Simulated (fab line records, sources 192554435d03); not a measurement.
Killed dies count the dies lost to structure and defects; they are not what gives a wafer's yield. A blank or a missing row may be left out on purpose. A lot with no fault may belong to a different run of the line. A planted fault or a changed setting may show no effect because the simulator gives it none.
Struck lot and sound lot, side by side    flow n5-finfet    15 out of 1938 route steps
Sound: these wafers, L292.3, L292.4, L292.6. Wafers L299.2, L299.3, L299.6 were the ones struck. The cause is named last.
At each step with rows: each side's tool, then ch and its chambers, then its first start. Under that, the readings that differ: sound wafers    struck wafers    difference of the means    sigmas: that difference in standard deviations of wafers without a fault.
alike: readings whose means differ by less than 2 such deviations, and words and numbers that are the same on both sides. not compared: withheld readings, readings that some wafer has no value for, bounds like >300 that may hide the same value, and numbers for which the record gives no deviation and whose values overlap.
The two part at a step that has a row with sigmas, a row that says differs or no value, or rows on one side only. Numbers that have no deviation but don't overlap get no sigmas and don't part them. A reading missing from all wafers of one side parts the sides only when that side holds two or more wafers.

first, 4 steps without rows for these wafers: N5_PASSIVATION_EXPOSE_07 (exposes mask TV, defocus 0 nm, target cd 3000 nm); N5_PASSIVATION_PEB_08; N5_PASSIVATION_DEVELOP_09 (develop time 60 s); N5_PASSIVATION_HARDBAKE_11 (time 120 s).
N5_PASSIVATION_CD_MEAS_10: the cd target is 3000 nm.
  sound on cd-sem-03 ch 0, day 14 09:05; struck on cd-sem-01 ch 0, day 16 14:51
reading     sound                 struck                difference  sigmas
cd-nm (nm)  3001.2 3004.3 3001.8  2998.5 2996.5 3000.0  -4.1        -3
N5_PASSIVATION_OVL_MEAS_60:
  sound on overlay-01 ch 0, day 14 09:07; struck on overlay-02 ch 0, day 16 14:53
  alike: TV_OVL
N5_PASSIVATION_INSPECT_61: inspects for defects (macro).
  sound on defect-inspect-01 at day 14 09:08; struck on defect-inspect-01 at day 16 14:55
  alike: raw-defect-count
N5_PASSIVATION_DESCUM_12: chemistry O2, time 7.9 s.
  sound on rie-diel-05 ch 0,2,3, day 14 09:13; struck on rie-diel-02 ch 1,2,3, day 16 14:56
  alike: drypump-motor-current-A, oes-product-au, rf-vpp-V, showerhead-plenum-p-Torr, throttle-valve-pct
  not compared: rf-hours-counter-h
N5_PASSIVATION_PASS_ETCH_74: etches SiNx in CF4/O2, target depth 220 nm, time 110 s.
  sound on rie-diel-05 ch 0,2,3, day 14 09:17; struck on rie-diel-02 ch 1,2,3, day 16 15:00
  alike: drypump-motor-current-A, oes-product-au, rf-vpp-V, showerhead-plenum-p-Torr, throttle-valve-pct
  not compared: rf-hours-counter-h
N5_PASSIVATION_VIA_ETCH_13: etches SiO2 in CHF3/O2, target depth 660 nm, time 330 s.
  sound on rie-diel-05 ch 0,2,3, day 14 09:22; struck on rie-diel-02 ch 1,2,3, day 16 15:06
  alike: drypump-motor-current-A, etch-rf-on-time-s, oes-product-au, rf-vpp-V, showerhead-plenum-p-Torr, throttle-valve-pct
  not compared: rf-hours-counter-h
N5_PASSIVATION_STRIP_14: strips in O2.
  sound on rie-diel-05 ch 0,2,3, day 14 09:34; struck on rie-diel-02 ch 1,2,3, day 16 15:17
reading                         sound              struck             difference  sigmas
chamber-pressure-mTorr (mTorr)  29.98 29.97 29.89  30.06 30.05 30.07  +0.11       +2
  alike: drypump-motor-current-A, oes-product-au, rf-vpp-V, showerhead-plenum-p-Torr, throttle-valve-pct
  not compared: rf-hours-counter-h
N5_PASSIVATION_ETCH_15: etches SiCN in CF4/N2, target depth 75 nm, time 81.2 s.
  sound on rie-diel-05 ch 0,2,3; struck on rie-diel-02 ch 1,2,3
  alike: drypump-motor-current-A, oes-product-au, rf-vpp-V, showerhead-plenum-p-Torr, throttle-valve-pct
  not compared: rf-hours-counter-h
N5_PASSIVATION_STRIP_73: strips in post etch residue remover, time 60 s.
  sound on wet-bench-04 ch 3,4,6, day 14 09:44; struck on wet-bench-02 ch 2,3,5, day 16 15:27
  no value came back on the struck wafers for run-length-s (s), temp-c (C); on the sound wafers run-length-s (s) reads 72 72 72
then, 2 steps without rows for these wafers: N5_PASSIVATION_SRD_17 (time 30 s, dry time 30 s); N5_PASSIVATION_PROBE_49.

## WHERE THEY PART
Last at N5_PASSIVATION_STRIP_73 as far as this record goes, first at N5_PASSIVATION_CD_MEAS_10.

WHY: whatever the simulator had introduced
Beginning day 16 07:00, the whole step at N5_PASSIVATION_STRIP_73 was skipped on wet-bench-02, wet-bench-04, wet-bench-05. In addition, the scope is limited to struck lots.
